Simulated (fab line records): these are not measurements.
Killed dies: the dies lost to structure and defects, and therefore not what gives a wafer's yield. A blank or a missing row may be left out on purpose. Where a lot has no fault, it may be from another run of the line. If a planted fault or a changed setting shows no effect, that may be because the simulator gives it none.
Struck lot and sound lot, side by side -- flow n5-finfet -- 35 out of 1938 route steps
Sound: these wafers, L547.1, L547.4, L547.6. Struck: wafer L553.6. (L553.3, L553.4 of the same lot were not struck and are left out.) The cause comes at the end.
Each step with rows lists, per side, the tool, then ch with its chambers, then its first start. Under that, the readings that differ: sound wafers -- struck wafers -- difference of the means -- sigmas: that difference in standard deviations of wafers without a fault.
alike: a reading whose means differ by less than 2 such deviations, as well as words and numbers matching on both sides. not compared: withheld readings; readings where some wafer has no value; bounds like >300 that might hide an equal value; numbers whose values overlap and for which the record gives no deviation.
Wherever a step has rows on one side only, a row that says differs or no value, or a row with sigmas, the two part there. Non-overlapping numbers with no deviation appear without sigmas and do not part them. Lack of a reading on every wafer of one side parts them only where that side has two or more wafers.

first, 8 steps without rows for these wafers: N5_BEOL_M9_SPUTTER_48 (material Cu, target thk 12 nm, time 2 s); N5_BEOL_M9_ECD_50 (material Cu, target thk 318 nm); N5_BEOL_M9_ANNEAL_51 (time 90 s); N5_BEOL_M9_CMP_52 (polishes, stops on SiCOH lowk, t overpolish 7 s, target thk 140 nm); N5_BEOL_M9_PRE_CLEAN_55 (time 15 s); N5_BEOL_M9_DEP_56 (deposits SiCN from 3MS/NH3, target thk 15 nm, time 26.5 s); N5_BEOL_M10_ILD_DEP_00 (deposits SiCOH lowk from DEMS/porogen, target thk 308.51 nm, time 58 s); N5_BEOL_M10_CURE_71 (cures SiCOH lowk, time 240 s).
N5_BEOL_M10_PECVD_70: deposits SiO2 from TEOS/O2, target thk 20 nm, time 22.7 s.
  sound on pecvd-03 ch 0,1,2, day 13 02:37; struck on pecvd-03 ch 2, day 14 10:26
reading,sound,struck,difference,sigmas
susceptor-temp-C (C),400.04 399.94 400.30,394.47,-5.62,-23
model.SiO2_of_BEOL_M10_PECVD_70.thk-nm (nm),20 20.2 20.4,21,+1,
  alike: heater-power-w, showerhead-plenum-p-Torr, throttle-valve-pct
  not compared: since-wet-clean-h
then, 24 steps without rows for these wafers: N5_BEOL_M10_HM_DEP_02 (deposits TiN, target thk 20 nm); N5_BEOL_M10_COAT_59 (time 60 s, resist thk 100 nm); N5_BEOL_M10_COAT_60 (time 60 s, resist thk 30 nm); N5_BEOL_M10_COAT_05 (resist thk 90 nm); N5_BEOL_M10_EBR_07; N5_BEOL_M10_SOFTBAKE_06 (time 60 s); N5_BEOL_M10_EXPOSE_08 (exposes mask M10); N5_BEOL_M10_PEB_09 (peb time 60 s); N5_BEOL_M10_DEVELOP_10 (develop time 30 s); N5_BEOL_M10_DESCUM_16 (chemistry O2, time 7.9 s); N5_BEOL_M10_ETCH_61 (etches SiARC in CF4, target depth 39 nm, time 65 s); N5_BEOL_M10_ETCH_62 (etches SOC in N2/H2, target depth 110 nm, overetch 22 nm, time 165 s); N5_BEOL_M10_STRIP_68 (strips in N2/H2); N5_BEOL_M10_STRIP_67 (strips in CF4); N5_BEOL_M10_HM_OPEN_17 (chemistry Cl2/BCl3, target TiN, target depth 20 nm, overetch 6 nm); N5_BEOL_M10_STRIP_19 (strips in O2); N5_BEOL_M10_COAT_63 (time 60 s, resist thk 100 nm); N5_BEOL_M10_COAT_64 (time 60 s, resist thk 30 nm); N5_BEOL_M10_COAT_22 (resist thk 90 nm); N5_BEOL_M10_EBR_24; N5_BEOL_M10_SOFTBAKE_23 (time 60 s); N5_BEOL_M10_EXPOSE_25 (exposes mask V9); N5_BEOL_M10_PEB_26 (peb time 60 s); N5_BEOL_M10_DEVELOP_27 (develop time 30 s).
N5_BEOL_M10_HM_STRIP_39: strips TiN in peroxide tin strip, target depth 25 nm, time 158 s.
  sound on wet-bench-05 ch 1,3,5, day 13 07:50; struck on wet-bench-06 ch 4, day 14 17:05
reading,sound,struck,difference,sigmas
model.SiO2_of_BEOL_M10_PECVD_70.thk-nm (nm),19.8 20 20.2,21,+1,
-- here the record skips 3 days between the struck wafers' starts before and after, leaving off in module BEOL_M10 and picking up in module PASSIVATION (first step shown: number 1936 of the route) --
N5_PASSIVATION_PROBE_49:
  the record has rows for the struck wafers here (prober-01, day 17 05:23) and none for the sound ones

## WHERE THEY PART
First at N5_BEOL_M10_PECVD_70; last, within this record, at N5_PASSIVATION_PROBE_49.

WHY: what had been put in by the simulator
pecvd-03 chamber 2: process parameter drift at N5_BEOL_M10_PECVD_70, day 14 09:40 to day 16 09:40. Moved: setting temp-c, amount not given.
